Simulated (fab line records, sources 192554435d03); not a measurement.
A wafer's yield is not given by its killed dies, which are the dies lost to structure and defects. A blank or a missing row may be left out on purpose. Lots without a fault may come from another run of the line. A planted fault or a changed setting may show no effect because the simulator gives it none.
fab line records	flow n5_finfet
record: lots: 13	wafers: 39	last_day: 19
route steps=1938 shown BEOL_M14@1766 BEOL_M15@1774 PASSIVATION@1936
lots that met no fault: taken from a fault-free run of the same line
start_h: the number of hours between the record's first day and the start of the first shown wafer of the lot	wait_h: hours elapsed since this lot's preceding step	" unchanged from the row above	L1.1+2: a single row standing in for several wafers	- no value, or no start given	* or withheld: withheld	< > ~ a bound
route shown NAME@n: NAME is a module with steps in the file, n the number in the route of the first one	usual: mean/standard deviation taken from wafers without a fault	same: alike in all rows	chamber/n: place in a boat	sites: readings site by site	_std_site: standard deviation of those values	_edge_site: outer sites' mean less inner sites'	radius_mm: how far each site lies from the wafer's centre	mask NAME#n: copy n	behind: the tool/chamber that last shaped the wafer	hold: why the lot was held/for how many hours/how that ended	device: names the non-switching transistor (n, p or np)	end of line: the tests these same wafers got at the end of their route	where a step has no rows: the recipe by itself	killed: the dies lost at the first sort to structure and to defects; this is not the yield of the wafer	map: a wafer's dies, x killed, . not, _ none there
set.NAME: the setting as run; set.NAME@STEP: as run at that earlier step	model.NAME: the simulator's own value behind a step, which no gauge read
one table for each step of the route and one row for each wafer, over a sample of lots
== steps ==
step: N5_BEOL_M14_ANNEAL_48
recipe: temp_c: 225	time_s: 90	ambient: N2
usual: wafer_temp_C_max: 226.1/0.31
lot.wafer	tool	chamber	start_h	wait_h	wafer_temp_C_max
L559.2	rtp_anneal-01	0	242.00	0.2	226.2
L559.3	"	0	"	"	226.2
L559.5	"	0	"	"	226.2
L561.2	rtp_anneal-02	0	250.86	0.2	225.8
L561.4	"	0	"	"	226.4
L561.5	"	0	"	"	225.8
L560.3	rtp_anneal-01	0	257.08	0.2	225.9
L560.5	"	0	"	"	226.5
L560.6	"	0	"	"	226.0
L562.2	rtp_anneal-02	0	267.86	0.2	225.7
L562.4	"	0	"	"	226.1
L562.5	"	0	"	"	225.7
L563.1	rtp_anneal-02	0	281.26	0.2	226.0
L563.3	"	0	"	"	225.8
L563.5	"	0	"	"	226.1
L570.3	rtp_anneal-01	0	347.08	0.2	226.1
L570.4	"	0	"	"	226.0
L570.6	"	0	"	"	226.4
L573.1	rtp_anneal-01	0	347.39	0.1	225.8
L573.3	"	0	"	"	226.0
L573.5	"	0	"	"	226.4
L575.1	rtp_anneal-01	0	349.86	0.1	226.2
L575.2	"	0	"	"	226.3
L575.4	"	0	"	"	226.6
L576.1	rtp_anneal-02	0	365.55	0.4	225.9
L576.2	"	0	"	"	226.1
L576.4	"	0	"	"	225.9
L577.1	rtp_anneal-01	0	369.98	0.1	226.1
L577.2	"	0	"	"	226.6
L577.6	"	0	"	"	226.0
L579.1	rtp_anneal-01	0	370.91	0.8	226.2
L579.3	"	0	"	"	226.8
L579.4	"	0	"	"	226.7
L578.1	rtp_anneal-01	0	375.79	0.3	226.1
L578.3	"	0	"	"	226.0
L578.6	"	0	"	"	226.0
L582.2	rtp_anneal-02	0	413.35	0.2	225.8
L582.5	"	0	"	"	226.6
L582.6	"	0	"	"	226.5
step: N5_BEOL_M14_RS_MEAS_54
recipe: thk_meas_gauge: four-point-probe	reads: Cu_of_BEOL_M14_ECD_47+Ta_of_BEOL_M14_SPUTTER_44+TaN_of_BEOL_M14_SPUTTER_43
usual: M14_RS: 0.0329/0.00039
lot.wafer	tool	chamber	start_h	wait_h	M14_RS[ohm/sq]
L559.2	film_metro-01	-	242.69	0.1	0.0327
L559.3	"	-	"	"	0.0325
L559.5	"	-	"	"	0.0325
L561.2	film_metro-02	-	253.05	0.1	0.0334
L561.4	"	-	"	"	0.0336
L561.5	"	-	"	"	0.0323
L560.3	film_metro-02	-	257.73	0.1	0.0325
L560.5	"	-	"	"	0.0335
L560.6	"	-	"	"	0.0331
L562.2	film_metro-02	-	268.54	0.1	0.0326
L562.4	"	-	"	"	0.0329
L562.5	"	-	"	"	0.0326
L563.1	film_metro-01	-	282.53	0.0	0.0324
L563.3	"	-	"	"	0.0332
L563.5	"	-	"	"	0.0327
L570.3	film_metro-01	-	347.71	0.1	0.0328
L570.4	"	-	"	"	0.0327
L570.6	"	-	"	"	0.0321
L573.1	film_metro-02	-	348.11	0.0	0.0335
L573.3	"	-	"	"	0.0328
L573.5	"	-	"	"	0.0330
L575.1	film_metro-02	-	350.69	0.0	0.0329
L575.2	"	-	"	"	0.0323
L575.4	"	-	"	"	0.0331
L576.1	film_metro-02	-	366.29	0.0	0.0324
L576.2	"	-	"	"	0.0320
L576.4	"	-	"	"	0.0323
L577.1	film_metro-02	-	370.71	0.1	0.0329
L577.2	"	-	"	"	0.0333
L577.6	"	-	"	"	0.0331
L579.1	film_metro-01	-	371.78	0.0	0.0333
L579.3	"	-	"	"	0.0333
L579.4	"	-	"	"	0.0326
L578.1	film_metro-01	-	376.51	0.0	0.0328
L578.3	"	-	"	"	0.0331
L578.6	"	-	"	"	0.0327
L582.2	film_metro-02	-	414.06	0.1	0.0330
L582.5	"	-	"	"	0.0328
L582.6	"	-	"	"	0.0330
step: N5_BEOL_M15_THK_MEAS_01
recipe: reads: SiO2_of_BEOL_M15_ILD_DEP_00
usual: M15_ILD_THK: 1623/20
lot.wafer	tool	chamber	start_h	wait_h	M15_ILD_THK[nm]
L559.2	film_metro-02	-	243.00	0.1	1602
L559.3	"	-	"	"	1602
L559.5	"	-	"	"	1642
L561.2	film_metro-01	-	253.47	0.3	1630
L561.4	"	-	"	"	1648
L561.5	"	-	"	"	1619
L560.3	film_metro-01	-	258.15	0.1	1628
L560.5	"	-	"	"	1625
L560.6	"	-	"	"	1622
L562.2	film_metro-02	-	268.96	0.3	1588
L562.4	"	-	"	"	1605
L562.5	"	-	"	"	1610
L563.1	film_metro-01	-	282.84	0.1	1593
L563.3	"	-	"	"	1597
L563.5	"	-	"	"	1633
L570.3	film_metro-02	-	348.03	0.1	1618
L570.4	"	-	"	"	1654
L570.6	"	-	"	"	1639
L573.1	film_metro-01	-	348.42	0.1	1601
L573.3	"	-	"	"	1605
L573.5	"	-	"	"	1633
L575.1	film_metro-01	-	351.01	0.1	1602
L575.2	"	-	"	"	1617
L575.4	"	-	"	"	1658
L576.1	film_metro-02	-	366.60	0.1	1633
L576.2	"	-	"	"	1631
L576.4	"	-	"	"	1644
L577.1	film_metro-01	-	371.02	0.1	1635
L577.2	"	-	"	"	1630
L577.6	"	-	"	"	1655
L579.1	film_metro-02	-	372.10	0.1	1622
L579.3	"	-	"	"	1628
L579.4	"	-	"	"	1664
L578.1	film_metro-02	-	376.82	0.1	1594
L578.3	"	-	"	"	1598
L578.6	"	-	"	"	1613
L582.2	film_metro-02	-	414.48	0.3	1595
L582.5	"	-	"	"	1647
L582.6	"	-	"	"	1637
step: N5_BEOL_M15_COAT_04
recipe: spin_rpm: 1704	resist_thk_nm: 800
usual: spin_speed_rpm: 1704.3/1.1
lot.wafer	tool	chamber	start_h	wait_h	spin_speed_rpm
L559.2	litho_track-01	0	243.03	-	1701.9
L559.3	"	0	"	"	1704.4
L559.5	"	0	"	"	1703.3
L561.2	litho_track-03	0	253.50	-	1703.5
L561.4	"	0	"	"	1705.0
L561.5	"	0	"	"	1704.2
L560.3	litho_track-01	0	258.18	-	1705.5
L560.5	"	0	"	"	1705.1
L560.6	"	0	"	"	1704.4
L562.2	litho_track-03	0	269.00	-	1703.4
L562.4	"	0	"	"	1703.4
L562.5	"	0	"	"	1702.4
L563.1	litho_track-02	0	282.87	-	1702.8
L563.3	"	0	"	"	1703.3
L563.5	"	0	"	"	1705.1
L570.3	litho_track-01	0	348.07	-	1571.2
L570.4	"	0	"	"	1576.0
L570.6	"	0	"	"	1576.4
L573.1	litho_track-01	0	348.46	-	1574.9
L573.3	"	0	"	"	1573.8
L573.5	"	0	"	"	1574.1
L575.1	litho_track-02	0	351.04	-	1703.5
L575.2	"	0	"	"	1703.9
L575.4	"	0	"	"	1704.4
L576.1	litho_track-02	0	366.63	-	1704.3
L576.2	"	0	"	"	1704.1
L576.4	"	0	"	"	1704.3
L577.1	litho_track-02	0	371.06	-	1703.5
L577.2	"	0	"	"	1703.3
L577.6	"	0	"	"	1704.3
L579.1	litho_track-03	0	372.13	-	1704.3
L579.3	"	0	"	"	1703.9
L579.4	"	0	"	"	1702.6
L578.1	litho_track-03	0	376.86	-	1704.8
L578.3	"	0	"	"	1704.5
L578.6	"	0	"	"	1705.6
L582.2	litho_track-02	0	414.51	-	1703.2
L582.5	"	0	"	"	1702.9
L582.6	"	0	"	"	1705.2
step: N5_PASSIVATION_PROBE_49
usual: defect_limited_yield: 90.9/1.3	killed_at_M0_to_M3: 35/10	killed_at_M4_up: 15/5.7	killed_at_contacts: 14/6.4	killed_at_front_end: 40/11	killed_at_other: 4/3.1	killed_dies: 108/16	killed_open: 71/11	killed_short: 34/7.7	sort_bin_5_function: 5.4/0.9	sort_bin_6_memory: 3.4/0.61	sort_n_pass: 1072/16	sort_yield_pct: 90.9/1.3
same: gross_dies: 1180	killed_at_back_side: 0	sort_bin_4_leakage[%]: 0	sort_bin_8_speed[%]: 0
lot.wafer	tool	chamber	start_h	wait_h	defect_limited_yield[%]	killed_at_M0_to_M3	killed_at_M4_up	killed_at_contacts	killed_at_front_end	killed_at_other	killed_dies	killed_open	killed_short	sort_bin_5_function[%]	sort_bin_6_memory[%]	sort_n_pass	sort_yield_pct[%]
L578.1	prober-01	-	400.08	0.0	87.6	40	18	27	51	10	146	83	57	7.5	4.1	1034	87.6
L578.3	prober-01	-	400.18	0.1	89.9	33	18	16	45	7	119	79	39	6.4	3.2	1061	89.9
L578.6	prober-01	-	400.33	0.3	90.5	35	18	11	48	0	112	68	41	5.0	3.9	1068	90.5
killed by level:class
L578.1 MOL_CONTACT_COAG:geometric_particle:open=18 BEOL_M0_SAQP:geometric_particle:open=11 BEOL_M1:geometric_particle:open=10 MOL_CONTACT_COAG:geometric_particle:short=9 BEOL_M0_SAQP:geometric_particle:short=8 BEOL_M4:geometric_particle:open=8 STI_FIN_REVEAL:geometric_particle:short=7 STI_FIN_REVEAL:geometric_particle:open=7
L578.3 MOL_CONTACT_COAG:geometric_particle:open=14 BEOL_M2:geometric_particle:open=12 FIN_SAQP:geometric_particle:short=12 STI_FIN_REVEAL:geometric_particle:open=10 BEOL_M3:geometric_particle:open=7 FIN_SAQP:geometric_particle:open=6 BEOL_M4:geometric_particle:open=6 BEOL_M0_SAQP:geometric_particle:open=4
L578.6 FIN_SAQP:geometric_particle:short=11 BEOL_M1:geometric_particle:open=8 MOL_CONTACT_COAG:geometric_particle:open=8 STI_FIN_REVEAL:geometric_particle:open=8 GATE_CUT:geometric_particle:short=8 BEOL_M4:geometric_particle:open=7 BEOL_M0_SAQP:geometric_particle:open=5 BEOL_M0_SAQP:geometric_particle:short=5
== key ==
first_sign: step: N5_BEOL_M15_COAT_04	reading: spin_speed_rpm	direction: down	sigmas: 99+	usual: *	struck: *
effect none on later readings
met_at N5_BEOL_M15_COAT_04
struck_lots L570,L573
not_acting_at N5_BEOL_M14_ANNEAL_48,N5_BEOL_M14_RS_MEAS_54,N5_BEOL_M15_THK_MEAS_01
onset_between 258.18 348.07
fault: kind: process_parameter_drift	tool: litho_track-01	chamber: -	onset_h: 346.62	steps: N5_BEOL_M15_COAT_04	channel: spin_rpm	offset: *	shape: step	end_h: 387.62	acts_in: *	stated: *
